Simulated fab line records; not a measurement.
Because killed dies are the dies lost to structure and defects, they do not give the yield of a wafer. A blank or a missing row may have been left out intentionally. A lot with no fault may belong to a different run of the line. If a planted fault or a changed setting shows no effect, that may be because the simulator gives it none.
fab line records	flow n5Finfet
record lots=10	wafers=30	lastDay=15
route steps=1938 shown BEOL_M1@800 BEOL_M4@1111 PASSIVATION@1936
lots that met no fault: from a run of the same line without faults
startH: hours from the record's opening day to when the first of the lot's shown wafers began	waitH: hours from the lot's prior step to this one	" identical to the entry in the row above	L1.1+2: several wafers, shown together as one row	- no value, or no start was given	* or withheld: withheld	< > ~ a bound
route shown NAME@n: names a module that has steps shown in the file, with the first one's number in the route	usual: mean/standard deviation of fault-free wafers	same: alike in all rows	chamber/n: place in a boat	sites: readings site by site	_std_site: their standard deviation	_edge_site: outer sites' mean less inner sites'	radiusMm: how far each site lies from the wafer's centre	mask NAME#n: copy n	behind: the most recent tool/chamber to have shaped the wafer	hold: reason for holding the lot/hours on hold/outcome of the hold	device: which transistor (n, p or np) failed to switch	end of line: at the end of the route, the tests of the same wafers	a step given without rows: its recipe and nothing more	killed: dies that structure and defects cost at the first sort, which is not the same as the wafer's yield	map: dies across one wafer; x = killed, . = not, _ = none there
set.NAME: setting as actually run; set.NAME@STEP: the setting as run at that earlier step	model.NAME: the simulator's own value behind a step, which no gauge read
a sample of lots followed through the steps of the route, with each step as a table and each wafer as a row
services: a tool's chamber out of use, with start hour (startH, from the record's first day; less than 0 if before it), hours out, and reason
## steps
# step N5_BEOL_M1_TRENCH_ETCH_37
# recipe chemistry=C4F6/O2	targetDepthA=552.07	target=SiOC	timeS=29	ionEnergyEv=250	pressureMtorr=30	sourceW=355	biasW=185	Ar_flow_sccm=300	C4F6_flow_sccm=10	O2_flow_sccm=10
# usual drypumpMotorCurrentA=5.7/0.43	oesProductAu=0.78/0.075	rfVppV=663/15	showerheadPlenumPTorr=2.89/0.086	throttleValvePct=20.9/0.33
lot.wafer	tool	chamber	startH	waitH	drypumpMotorCurrentA	oesProductAu	rfHoursCounterH	rfVppV	showerheadPlenumPTorr	throttleValvePct
L439.1	rieDiel-04	1	-	-	6.3	0.75	173	682	2.95	20.5
L439.3	"	0	"	"	5.6	0.73	167	671	2.85	21.3
L439.6	"	2	"	"	5.7	0.75	-	684	2.97	21.2
L440.1	rieDiel-03	2	-	-	5.0	0.81	89	656	2.87	20.9
L440.4	"	1	"	"	6.0	0.74	155	637	2.73	21.0
L440.5	"	2	"	"	5.0	0.81	-	655	2.87	20.9
L442.1	rieDiel-02	0	-	-	5.1	0.71	192	672	2.83	21.2
L442.2	"	2	"	"	6.6	0.94	15	680	2.91	20.3
L442.4	"	1	"	"	5.4	0.87	55	660	2.88	20.4
L443.1	rieDiel-03	3	-	-	5.6	0.89	28	645	3.03	20.6
L443.2	"	1	"	"	6.0	0.75	162	638	2.72	21.0
L443.6	"	2	"	"	5.0	0.80	-	656	2.86	21.0
L444.1	rieDiel-04	0	-	-	5.6	0.72	177	672	2.85	21.3
L444.3	"	1	"	"	6.3	0.73	184	680	2.94	20.5
L444.5	"	1	"	"	6.3	0.74	-	683	2.94	20.5
L445.2	rieDiel-04	0	-	-	5.6	0.72	177	671	2.85	21.3
L445.3	"	1	"	"	6.3	0.74	184	681	2.94	20.5
L445.4	"	2	"	"	5.7	0.74	147	685	2.97	21.2
L446.1	rieDiel-02	3	-	-	6.6	0.92	28	674	3.02	20.7
L446.3	"	1	"	"	5.4	0.84	60	660	2.87	20.5
L446.6	"	1	"	"	5.4	0.85	-	660	2.88	20.4
L449.1	rieDiel-04	0	-	-	5.6	0.72	185	671	2.85	21.3
L449.2	"	2	"	"	5.7	0.74	156	685	2.96	21.2
L449.5	"	1	"	"	6.3	0.74	-	682	2.94	20.5
L450.2	rieDiel-03	1	-	-	6.0	0.73	174	638	2.72	21.0
L450.5	"	3	"	"	5.7	0.88	-	645	3.02	20.7
L450.6	"	0	"	"	5.9	0.74	-	662	2.85	20.9
L454.2	rieDiel-04	2	-	-	5.7	0.72	167	682	2.96	21.3
L454.4	"	3	"	"	5.7	1.00	7	662	2.89	20.1
L454.6	"	0	"	"	5.6	0.71	-	671	2.84	21.3
# step N5_BEOL_M1_ALD_84
# recipe material=TaN	targetThkA=*	tempC=275	aldPrecursorFamily=PDMAT	aldCoReactant=NH3	pressureTorr=3	carrierFlowSccm=1500	pulseTimeS=2	purgeTimeS=3	coReactantPurgeTimeS=2	coReactantPulseTimeS=3	aldCycles=30	precursorVesselTempC=75	precursorVesselPressureTorr=26.25	precursorVesselCarrierSccm=1000
# usual aldCycles=30/0	heaterPowerW=392/38
lot.wafer	tool	chamber	startH	waitH	aldCycles	heaterPowerW
L439.1	aldMetal-04	0	128.48	0.1	30	418
L439.3	"	2	"	"	30	419
L439.6	"	2	"	"	30	419
L440.1	aldMetal-01	3	141.40	0.0	30	379
L440.4	"	1	"	"	30	337
L440.5	"	2	"	"	30	344
L442.1	aldMetal-02	0	158.43	0.3	30	363
L442.2	"	1	"	"	30	458
L442.4	"	3	"	"	30	450
L443.1	aldMetal-01	0	163.54	0.0	30	424
L443.2	"	3	"	"	30	376
L443.6	"	2	"	"	30	341
L444.1	aldMetal-02	2	163.59	0.0	30	371
L444.3	"	3	"	"	30	460
L444.5	"	0	"	"	30	369
L445.2	aldMetal-04	2	164.66	0.1	30	416
L445.3	"	3	"	"	30	358
L445.4	"	1	"	"	30	393
L446.1	aldMetal-04	2	176.11	0.0	30	419
L446.3	"	1	"	"	30	394
L446.6	"	1	"	"	30	397
L449.1	aldMetal-04	1	188.88	0.0	30	392
L449.2	"	2	"	"	30	412
L449.5	"	1	"	"	30	391
L450.2	aldMetal-01	3	195.93	0.0	30	378
L450.5	"	3	"	"	30	380
L450.6	"	0	"	"	30	434
L454.2	aldMetal-04	3	222.45	0.0	28	362
L454.4	"	3	"	"	28	366
L454.6	"	1	"	"	30	399
# step N5_BEOL_M1_SPUTTER_79
# recipe material=Cu	targetThkA=45	tempC=-20	chamberPressurePa=0.07	powerW=withheld	timeS=8.29
# usual throttleValvePct=30.0/1.3
lot.wafer	tool	chamber	startH	waitH	throttleValvePct
L439.1	pvdSputter-02	-	133.19	0.1	28.5
L439.3	"	-	"	"	31.1
L439.6	"	-	"	"	28.2
L440.1	pvdSputter-01	-	142.27	0.1	29.7
L440.4	"	-	"	"	30.7
L440.5	"	-	"	"	30.0
L442.1	pvdSputter-03	-	160.49	0.1	31.6
L442.2	"	-	"	"	28.0
L442.4	"	-	"	"	31.0
L443.1	pvdSputter-02	-	164.25	0.1	31.1
L443.2	"	-	"	"	32.6
L443.6	"	-	"	"	32.6
L444.1	pvdSputter-03	-	164.46	0.1	31.6
L444.3	"	-	"	"	31.2
L444.5	"	-	"	"	31.2
L445.2	pvdSputter-03	-	166.30	0.1	28.4
L445.3	"	-	"	"	31.0
L445.4	"	-	"	"	27.6
L446.1	pvdSputter-01	-	176.84	0.1	29.7
L446.3	"	-	"	"	29.3
L446.6	"	-	"	"	29.2
L449.1	pvdSputter-02	-	190.92	0.1	28.5
L449.2	"	-	"	"	32.7
L449.5	"	-	"	"	31.0
L450.2	pvdSputter-02	-	196.61	0.1	32.5
L450.5	"	-	"	"	32.7
L450.6	"	-	"	"	28.4
L454.2	pvdSputter-01	-	223.33	0.1	29.9
L454.4	"	-	"	"	30.4
L454.6	"	-	"	"	30.5
# step N5_BEOL_M1_SPUTTER_81
# recipe material=Cu	targetThkA=45	tempC=-20	chamberPressurePa=0.07	powerW=withheld	timeS=8.29
# usual throttleValvePct=30.0/1.3
lot.wafer	tool	chamber	startH	waitH	throttleValvePct
L439.1	pvdSputter-02	-	133.41	0.1	28.6
L439.3	"	-	"	"	30.7
L439.6	"	-	"	"	28.5
L440.1	pvdSputter-01	-	142.49	0.1	29.6
L440.4	"	-	"	"	30.6
L440.5	"	-	"	"	29.5
L442.1	pvdSputter-03	-	160.71	0.1	31.7
L442.2	"	-	"	"	28.7
L442.4	"	-	"	"	31.2
L443.1	pvdSputter-02	-	164.47	0.1	30.9
L443.2	"	-	"	"	32.8
L443.6	"	-	"	"	32.3
L444.1	pvdSputter-03	-	164.68	0.1	31.7
L444.3	"	-	"	"	31.0
L444.5	"	-	"	"	31.2
L445.2	pvdSputter-03	-	166.52	0.1	28.5
L445.3	"	-	"	"	30.8
L445.4	"	-	"	"	27.6
L446.1	pvdSputter-01	-	177.06	0.1	29.5
L446.3	"	-	"	"	29.4
L446.6	"	-	"	"	29.3
L449.1	pvdSputter-02	-	191.14	0.1	28.7
L449.2	"	-	"	"	32.7
L449.5	"	-	"	"	30.8
L450.2	pvdSputter-02	-	196.83	0.1	32.8
L450.5	"	-	"	"	32.6
L450.6	"	-	"	"	28.2
L454.2	pvdSputter-01	-	223.55	0.1	29.6
L454.4	"	-	"	"	30.5
L454.6	"	-	"	"	30.3
# step N5_BEOL_M4_RC_MEAS_101
# usual DIBL_N=35.9/1.4	DIBL_P=35.9/1.7	IOFF_N=0.160/0.026	IOFF_P=0.21/0.036	ION_N=672/11	ION_P=461/8.1	SS_N=71.4/0.54	SS_P=73.2/0.67	VT_N=249.3/2.7	VT_P=-250/3.9
lot.wafer	tool	chamber	startH	waitH	DIBL_N[mV/V]	DIBL_P[mV/V]	IOFF_N[nA/um]	IOFF_P[nA/um]	ION_N[uA/um]	ION_P[uA/um]	SS_N[mV/dec]	SS_P[mV/dec]	VT_N[mV]	VT_P[mV]
L439.1	prober-01	0	161.63	0.0	35.5	35.6	0.172	0.26	685	473	71.3	73.5	250.0	-243
L439.3	"	0	"	"	34.1	33.7	0.148	0.23	678	478	71.3	73.0	248.9	-246
L439.6	"	0	"	"	34.8	34.4	0.159	0.24	681	474	71.0	72.9	248.9	-244
L440.1	prober-01	0	172.90	0.0	34.3	33.6	0.129	0.19	660	462	71.6	72.8	250.5	-248
L440.4	"	0	"	"	38.8	39.7	0.233	0.29	687	468	72.8	74.8	243.2	-244
L440.5	"	0	"	"	36.5	35.2	0.155	0.22	672	457	72.1	73.3	251.0	-247
L442.1	prober-02	0	196.80	0.0	36.3	36.2	0.161	0.22	674	462	71.1	74.1	249.6	-247
L442.2	"	0	"	"	38.0	39.1	0.208	0.28	682	465	72.0	73.7	246.3	-248
L442.4	"	0	"	"	36.7	35.7	0.169	0.21	674	454	71.8	73.2	250.4	-247
L445.2	prober-01	0	197.59	0.2	35.8	37.4	0.168	0.24	689	473	71.4	73.3	248.0	-249
L445.3	"	0	"	"	37.2	38.3	0.183	0.24	681	463	71.7	73.6	246.9	-247
L445.4	"	0	"	"	35.4	36.6	0.158	0.21	666	459	70.7	73.8	249.3	-252
L443.1	prober-02	0	204.42	0.0	37.0	38.7	0.187	0.24	680	455	72.2	74.2	246.1	-249
L443.2	"	0	"	"	35.1	36.5	0.160	0.20	680	468	71.6	73.1	248.8	-253
L443.6	"	0	"	"	34.3	35.6	0.139	0.18	673	459	71.5	73.1	249.6	-255
L444.1	prober-01	0	206.52	0.0	37.4	35.6	0.178	0.20	674	456	71.8	73.3	247.8	-255
L444.3	"	0	"	"	37.1	36.0	0.178	0.21	686	458	71.6	73.6	249.2	-253
L444.5	"	0	"	"	35.0	33.4	0.136	0.16	664	448	71.7	72.4	253.0	-255
L446.1	prober-01	0	208.68	0.0	36.4	34.8	0.153	0.20	671	464	71.4	73.4	250.6	-250
L446.3	"	0	"	"	36.4	35.9	0.160	0.23	677	474	71.3	73.2	248.7	-247
L446.6	"	0	"	"	35.4	34.2	0.147	0.20	670	465	70.6	72.6	249.6	-246
L449.1	prober-02	0	230.17	0.0	35.7	35.9	0.157	0.21	667	456	71.3	73.0	250.1	-247
L449.2	"	0	"	"	34.4	34.8	0.137	0.20	666	463	70.3	73.0	248.8	-248
L449.5	"	0	"	"	33.6	33.0	0.122	0.17	648	452	71.2	71.8	253.3	-251
L450.2	prober-01	0	232.21	0.2	35.7	36.3	0.153	0.19	676	455	70.7	74.0	248.6	-255
L450.5	"	0	"	"	32.5	31.9	0.104	0.14	658	448	70.6	72.7	258.3	-257
L450.6	"	0	"	"	36.7	37.0	0.161	0.20	663	452	71.4	74.8	250.6	-255
L454.2	prober-02	0	255.08	0.2	34.8	35.3	0.136	0.16	656	454	71.0	73.2	249.6	-255
L454.4	"	0	"	"	34.5	34.6	0.142	0.16	669	453	70.9	73.3	250.4	-254
L454.6	"	0	"	"	34.4	35.7	0.152	0.17	681	458	71.0	72.9	247.1	-254
# step N5_PASSIVATION_PROBE_49
# usual defectLimitedYield=90.9/1.5	killed_at_M0_to_M3=35/10	killed_at_M4_up=14/5.2	killedAtContacts=13/7.3	killedAtFrontEnd=42/12	killedAtOther=3.4/2.5	killedDies=108/18	killedOpen=70/13	killedShort=35/8	sort_bin_4_leakage=0.00/0.007	sort_bin_5_function=5.4/1	sort_bin_6_memory=3.4/0.71	sortNPass=1072/18	sortYieldPct=90.9/1.5
# same grossDies=1180	killedAtBackSide=0	sort_bin_8_speed[%]=0
lot.wafer	tool	chamber	startH	waitH	defectLimitedYield[%]	killed_at_M0_to_M3	killed_at_M4_up	killedAtContacts	killedAtFrontEnd	killedAtOther	killedDies	killedOpen	killedShort	sort_bin_4_leakage[%]	sort_bin_5_function[%]	sort_bin_6_memory[%]	sortNPass	sortYieldPct[%]
L440.1	prober-01	-	272.13	0.0	91.6	34	13	16	31	5	99	52	43	0	4.5	3.6	1081	91.6
L440.4	prober-01	-	272.28	0.2	90.9	43	9	14	39	2	107	58	41	0.08	4.7	3.6	1072	90.8
L440.5	prober-01	-	272.33	0.2	92.6	27	11	7	34	8	87	55	28	0	4.3	2.5	1093	92.6
L439.1	prober-02	-	273.68	0.0	93.1	25	12	11	28	6	82	49	32	0	3.3	3.3	1098	93.1
L439.3	prober-02	-	273.78	0.1	92.8	18	16	14	33	4	85	57	26	0	4.9	1.9	1095	92.8
L439.6	prober-02	-	273.93	0.3	91.5	19	23	10	42	6	100	70	24	0	4.9	3.2	1080	91.5
L442.1	prober-02	-	294.98	0.0	91.2	61	15	7	21	0	104	62	40	0	5.2	3.3	1076	91.2
L442.2	prober-02	-	295.03	0.1	91.6	35	11	11	37	5	99	57	37	0	5.3	2.5	1081	91.6
L442.4	prober-02	-	295.13	0.2	93.2	23	18	3	36	0	80	61	15	0	4.1	2.6	1100	93.2
L445.2	prober-01	-	299.93	0.1	92.5	46	9	9	21	3	88	45	41	0	4.4	2.5	1092	92.5
L445.3	prober-01	-	299.98	0.1	91.3	49	14	10	29	1	103	65	38	0	4.7	3.6	1077	91.3
L445.4	prober-01	-	300.03	0.2	92.6	48	13	4	20	2	87	54	32	0	4.3	2.8	1093	92.6
L444.1	prober-02	-	303.40	0.0	92.1	29	11	19	31	3	93	57	34	0	4.2	3.5	1087	92.1
L444.3	prober-02	-	303.50	0.1	92.0	22	22	9	37	4	94	54	36	0	5.4	2.2	1086	92.0
L444.5	prober-02	-	303.60	0.2	90.6	24	16	22	45	4	111	82	26	0	5.3	3.9	1069	90.6
L443.1	prober-01	-	303.99	0.0	90.7	29	10	11	55	5	110	69	36	0	5.5	3.2	1070	90.7
L443.2	prober-01	-	304.04	0.1	93.7	25	6	4	37	2	74	51	23	0	3.6	2.3	1106	93.7
L443.6	prober-01	-	304.24	0.3	92.1	32	14	12	31	4	93	57	34	0	4.3	3.1	1087	92.1
L446.1	prober-02	-	320.97	0.0	92.4	43	12	7	22	6	90	62	28	0	4.9	2.4	1090	92.4
L446.3	prober-02	-	321.07	0.1	91.8	30	14	6	47	0	97	67	26	0	5.3	2.8	1083	91.8
L446.6	prober-02	-	321.22	0.3	90.1	37	25	5	48	2	117	77	39	0	6.2	3.6	1063	90.1
L449.1	prober-01	-	338.34	0.0	89.5	47	23	16	32	6	124	88	36	0	6.4	3.7	1056	89.5
L449.2	prober-01	-	338.39	0.1	90.8	44	13	11	39	2	109	69	39	0	5.5	3.5	1071	90.8
L449.5	prober-01	-	338.54	0.2	88.1	39	25	18	58	0	140	101	38	0	7.2	4.5	1040	88.1
L450.2	prober-02	-	341.37	0.1	90.0	38	20	12	43	5	118	80	37	0	5.6	4.0	1062	90.0
L450.5	prober-02	-	341.52	0.2	91.3	24	12	5	60	2	103	74	27	0	4.5	3.7	1077	91.3
L450.6	prober-02	-	341.57	0.3	92.0	29	23	7	34	1	94	63	26	0	5.3	2.5	1086	92.0
L454.2	prober-02	-	361.47	0.1	93.1	31	10	8	31	1	81	61	20	0	3.5	3.2	1099	93.1
L454.4	prober-02	-	361.57	0.2	88.2	41	14	10	68	6	139	98	40	0	7.0	4.4	1041	88.2
L454.6	prober-02	-	361.67	0.3	90.7	30	16	18	43	3	110	77	32	0	4.9	3.7	1070	90.7
# killed by level:class
L440.1 BEOL_M0_SAQP:geometricParticle:short=12 MOL_CONTACT_COAG:geometricParticle:open=10 DUMMY_GATE:geometricParticle:open=9 BEOL_M1:geometricParticle:open=6 FIN_SAQP:geometricParticle:short=5 MOL_CONTACT_COAG:geometricParticle:short=5 BEOL_M4:geometricParticle:open=5 STARTING-WAFER:geometricParticle:short=5
L440.4 BEOL_M1:geometricParticle:open=12 MOL_CONTACT_COAG:geometricParticle:open=11 BEOL_M0_SAQP:geometricParticle:short=10 FIN_SAQP:geometricParticle:short=9 BEOL_M1:geometricParticle:short=7 BEOL_M0_SAQP:geometricParticle:open=6 BEOL_M2:geometricParticle:open=5 HKMG_FIN:areaEtch=5
L440.5 GATE_CUT:geometricParticle:open=9 BEOL_M0_SAQP:geometricParticle:open=7 BEOL_M0:geometricParticle:open=7 GATE_CUT:geometricParticle:short=6 MOL_CONTACT_COAG:geometricParticle:open=6 STI_FIN_REVEAL:geometricParticle:open=5 BEOL_M0_SAQP:geometricParticle:short=3 BEOL_M1:geometricParticle:open=3
L439.1 MOL_CONTACT_COAG:geometricParticle:open=7 BEOL_M3:geometricParticle:open=7 FIN_SAQP:geometricParticle:short=6 BEOL_M0_SAQP:geometricParticle:short=6 BEOL_M1:geometricParticle:open=5 STI_FIN_REVEAL:geometricParticle:open=4 ILD0:geometricParticle:open=4 MOL_CONTACT_COAG:geometricParticle:short=4
L439.3 MOL_CONTACT_COAG:geometricParticle:open=14 BEOL_M4:geometricParticle:open=13 GATE_CUT:geometricParticle:short=7 FIN_SAQP:geometricParticle:open=6 FIN_SAQP:geometricParticle:short=5 BEOL_M0_SAQP:geometricParticle:open=4 BEOL_M0_SAQP:geometricParticle:short=4 ILD0:geometricParticle:short=3
L439.6 FIN_SAQP:geometricParticle:open=17 BEOL_M4:geometricParticle:open=17 MOL_CONTACT_COAG:geometricParticle:open=6 BEOL_M0_SAQP:geometricParticle:open=5 FIN_SAQP:geometricParticle:short=4 BEOL_M3:geometricParticle:open=4 STARTING-WAFER:geometricParticle:open=4 BEOL_M0:geometricParticle:open=3
L442.1 BEOL_M0_SAQP:geometricParticle:short=21 BEOL_M0_SAQP:geometricParticle:open=17 BEOL_M2:geometricParticle:open=11 MOL_CONTACT_COAG:geometricParticle:open=7 GATE_CUT:geometricParticle:open=5 BEOL_M4:geometricParticle:open=5 FIN_SAQP:geometricParticle:short=4 BEOL_M2:geometricParticle:short=4
L442.2 BEOL_M0_SAQP:geometricParticle:short=13 BEOL_M0_SAQP:geometricParticle:open=9 MOL_CONTACT_COAG:geometricParticle:open=8 FIN_SAQP:geometricParticle:open=7 FIN_SAQP:geometricParticle:short=6 GATE_CUT:geometricParticle:open=5 GATE_CUT:geometricParticle:short=5 STI_FIN_REVEAL:geometricParticle:open=4
L442.4 FIN_SAQP:geometricParticle:open=11 BEOL_M0_SAQP:geometricParticle:open=8 BEOL_M4:geometricParticle:open=8 STI_FIN_REVEAL:geometricParticle:open=5 BEOL_M2:geometricParticle:open=5 STARTING-WAFER:geometricParticle:open=5 FIN_SAQP:geometricParticle:short=4 DUMMY_GATE:geometricParticle:open=4
L445.2 BEOL_M0_SAQP:geometricParticle:short=16 BEOL_M0_SAQP:geometricParticle:open=11 FIN_SAQP:geometricParticle:short=6 MOL_CONTACT_COAG:geometricParticle:open=6 BEOL_M3:geometricParticle:open=6 FIN_SAQP:geometricParticle:open=3 STI_FIN_REVEAL:geometricParticle:open=3 BEOL_M4:geometricParticle:open=3
L445.3 BEOL_M0_SAQP:geometricParticle:open=15 BEOL_M0_SAQP:geometricParticle:short=12 BEOL_M2:geometricParticle:open=11 BEOL_M5:geometricParticle:open=7 STI_FIN_REVEAL:geometricParticle:open=6 MOL_CONTACT_COAG:geometricParticle:short=5 MOL_CONTACT_COAG:geometricParticle:open=5 FIN_SAQP:geometricParticle:short=4
L445.4 BEOL_M0_SAQP:geometricParticle:short=13 BEOL_M0_SAQP:geometricParticle:open=10 BEOL_M4:geometricParticle:open=7 BEOL_M1:geometricParticle:open=6 BEOL_M3:geometricParticle:open=6 STARTING-WAFER:geometricParticle:open=6 BEOL_M3:geometricParticle:short=5 DUMMY_GATE:geometricParticle:open=4
L444.1 MOL_CONTACT_COAG:geometricParticle:open=16 FIN_SAQP:geometricParticle:open=9 BEOL_M0_SAQP:geometricParticle:short=9 FIN_SAQP:geometricParticle:short=7 STI_FIN_REVEAL:geometricParticle:open=5 BEOL_M2:geometricParticle:open=5 GATE_CUT:geometricParticle:short=4 BEOL_M0_SAQP:geometricParticle:open=4
L444.3 STI_FIN_REVEAL:geometricParticle:open=12 BEOL_M0_SAQP:geometricParticle:short=8 BEOL_M4:geometricParticle:open=6 BEOL_M5:geometricParticle:short=6 MOL_CONTACT_COAG:geometricParticle:open=6 BEOL_M0_SAQP:geometricParticle:open=6 FIN_SAQP:geometricParticle:open=4 FIN_SAQP:geometricParticle:short=4
L444.5 MOL_CONTACT_COAG:geometricParticle:open=20 FIN_SAQP:geometricParticle:open=15 STI_FIN_REVEAL:geometricParticle:open=13 BEOL_M0_SAQP:geometricParticle:open=9 FIN_SAQP:geometricParticle:short=5 BEOL_M0_SAQP:geometricParticle:short=4 BEOL_M1:geometricParticle:short=4 BEOL_M5:geometricParticle:open=4
L443.1 FIN_SAQP:geometricParticle:open=11 FIN_SAQP:geometricParticle:short=9 STI_FIN_REVEAL:geometricParticle:open=7 MOL_CONTACT_COAG:geometricParticle:open=6 DUMMY_GATE:geometricParticle:open=5 BEOL_M1:geometricParticle:open=5 BEOL_M2:geometricParticle:open=5 ILD0:geometricParticle:short=4
L443.2 FIN_SAQP:geometricParticle:short=9 FIN_SAQP:geometricParticle:open=8 BEOL_M3:geometricParticle:open=6 BEOL_M0_SAQP:geometricParticle:open=6 BEOL_M2:geometricParticle:open=5 MOL_CONTACT_COAG:geometricParticle:open=4 DUMMY_GATE:geometricParticle:open=3 STARTING-WAFER:geometricParticle:open=3
L443.6 BEOL_M0_SAQP:geometricParticle:open=11 MOL_CONTACT_COAG:geometricParticle:open=10 BEOL_M0_SAQP:geometricParticle:short=10 FIN_SAQP:geometricParticle:short=6 DUMMY_GATE:geometricParticle:open=6 STI_FIN_REVEAL:geometricParticle:open=5 BEOL_M3:geometricParticle:open=5 FIN_SAQP:geometricParticle:open=4
L446.1 BEOL_M0_SAQP:geometricParticle:open=17 BEOL_M0_SAQP:geometricParticle:short=9 BEOL_M2:geometricParticle:open=7 MOL_CONTACT_COAG:geometricParticle:open=6 BEOL_M4:geometricParticle:open=6 FIN_SAQP:geometricParticle:short=4 GATE_CUT:geometricParticle:short=4 BEOL_M3:geometricParticle:open=4
L446.3 GATE_CUT:geometricParticle:short=11 FIN_SAQP:geometricParticle:open=10 BEOL_M2:geometricParticle:open=10 BEOL_M0_SAQP:geometricParticle:open=6 STI_FIN_REVEAL:geometricParticle:open=5 MOL_CONTACT_COAG:geometricParticle:open=5 ILD0:geometricParticle:open=4 GATE_CUT:geometricParticle:open=4
L446.6 BEOL_M4:geometricParticle:open=11 STI_FIN_REVEAL:geometricParticle:open=10 BEOL_M0_SAQP:geometricParticle:open=9 BEOL_M1:geometricParticle:open=9 BEOL_M2:geometricParticle:open=7 BEOL_M8:geometricParticle:open=6 FIN_SAQP:geometricParticle:short=5 BEOL_M0_SAQP:geometricParticle:short=5
L449.1 FIN_SAQP:geometricParticle:open=13 MOL_CONTACT_COAG:geometricParticle:open=13 BEOL_M2:geometricParticle:short=9 BEOL_M5:geometricParticle:open=8 BEOL_M0_SAQP:geometricParticle:open=8 BEOL_M2:geometricParticle:open=8 BEOL_M1:geometricParticle:open=7 BEOL_M0_SAQP:geometricParticle:short=7
L449.2 FIN_SAQP:geometricParticle:open=12 MOL_CONTACT_COAG:geometricParticle:open=9 BEOL_M3:geometricParticle:open=8 FIN_SAQP:geometricParticle:short=6 BEOL_M0_SAQP:geometricParticle:open=6 BEOL_M0_SAQP:geometricParticle:short=6 BEOL_M3:geometricParticle:short=6 BEOL_M4:geometricParticle:open=6
L449.5 FIN_SAQP:geometricParticle:open=23 FIN_SAQP:geometricParticle:short=15 BEOL_M4:geometricParticle:open=14 MOL_CONTACT_COAG:geometricParticle:open=14 BEOL_M2:geometricParticle:open=9 BEOL_M3:geometricParticle:open=9 BEOL_M0_SAQP:geometricParticle:short=8 STI_FIN_REVEAL:geometricParticle:open=7
L450.2 BEOL_M4:geometricParticle:open=13 STI_FIN_REVEAL:geometricParticle:open=12 BEOL_M2:geometricParticle:open=10 BEOL_M3:geometricParticle:open=10 FIN_SAQP:geometricParticle:open=9 MOL_CONTACT_COAG:geometricParticle:open=7 BEOL_M0_SAQP:geometricParticle:short=7 MOL_CONTACT_COAG:geometricParticle:short=5
L450.5 FIN_SAQP:geometricParticle:open=14 DUMMY_GATE:geometricParticle:open=10 STI_FIN_REVEAL:geometricParticle:open=7 BEOL_M3:geometricParticle:open=7 BEOL_M4:geometricParticle:open=5 FIN_SAQP:geometricParticle:short=4 ILD0:geometricParticle:open=4 MOL_CONTACT_COAG:geometricParticle:open=4
L450.6 BEOL_M1:geometricParticle:open=8 MOL_CONTACT_COAG:geometricParticle:open=7 BEOL_M4:geometricParticle:open=7 BEOL_M3:geometricParticle:open=6 FIN_SAQP:geometricParticle:open=4 GATE_CUT:geometricParticle:short=4 BEOL_M0:geometricParticle:open=4 BEOL_M2:geometricParticle:open=4
L454.2 BEOL_M2:geometricParticle:open=15 FIN_SAQP:geometricParticle:short=6 STI_FIN_REVEAL:geometricParticle:open=6 MOL_CONTACT_COAG:geometricParticle:open=6 FIN_SAQP:geometricParticle:open=5 BEOL_M3:geometricParticle:open=5 STARTING-WAFER:geometricParticle:open=4 BEOL_M4:geometricParticle:open=4
L454.4 FIN_SAQP:geometricParticle:open=15 BEOL_M0_SAQP:geometricParticle:open=13 BEOL_M0_SAQP:geometricParticle:short=13 STI_FIN_REVEAL:geometricParticle:open=11 FIN_SAQP:geometricParticle:short=10 DUMMY_GATE:geometricParticle:open=10 MOL_CONTACT_COAG:geometricParticle:open=9 GATE_CUT:geometricParticle:short=6
L454.6 STI_FIN_REVEAL:geometricParticle:open=13 MOL_CONTACT_COAG:geometricParticle:open=13 BEOL_M0_SAQP:geometricParticle:open=10 FIN_SAQP:geometricParticle:open=9 BEOL_M4:geometricParticle:open=8 FIN_SAQP:geometricParticle:short=6 BEOL_M0_SAQP:geometricParticle:short=6 MOL_CONTACT_COAG:geometricParticle:short=5
## services
tool	chamber	startH	hours	kind
aldMetal-02	1	109.06	5.2	repair
aldMetal-01	-	109.58	6.0	pm
aldMetal-02	-	128.34	8.7	pm
pvdSputter-03	-	134.43	3.8	repair
pvdSputter-02	-	138.49	1.9	repair
pvdSputter-03	-	149.97	2.2	repair
aldMetal-02	-	155.10	2.8	pm
rieDiel-03	-	163.99	0.5	repair
rieDiel-03	2	175.88	5.3	repair
rieDiel-04	3	179.20	-	clean
rieDiel-04	3	179.20	-	consumableReplace:focusRing
rieDiel-04	3	179.20	17.8	scheduledDown
rieDiel-04	3	179.20	17.8	ventCycle
rieDiel-02	3	190.09	4.6	repair
aldMetal-04	-	195.04	2.8	pm
aldMetal-01	-	197.32	8.7	pm
aldMetal-04	2	215.93	30.7	repair
## key
firstSign step=N5_BEOL_M1_ALD_84	reading=aldCycles	direction=down	sigmas=99+	usual=*	struck=*
effect none on later readings
metAt N5_BEOL_M1_ALD_84
struckLots L454
struckWafers L454.2,L454.4
notActingAt N5_BEOL_M1_TRENCH_ETCH_37,N5_BEOL_M1_SPUTTER_79,N5_BEOL_M1_SPUTTER_81
onsetBetween 164.66 222.45
fault kind=processParameterDrift	tool=aldMetal-04	chamber=3	onsetH=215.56	steps=N5_BEOL_M1_ALD_84	channel=aldCycles	offset=*	shape=step	endH=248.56	actsIn=*	stated=*
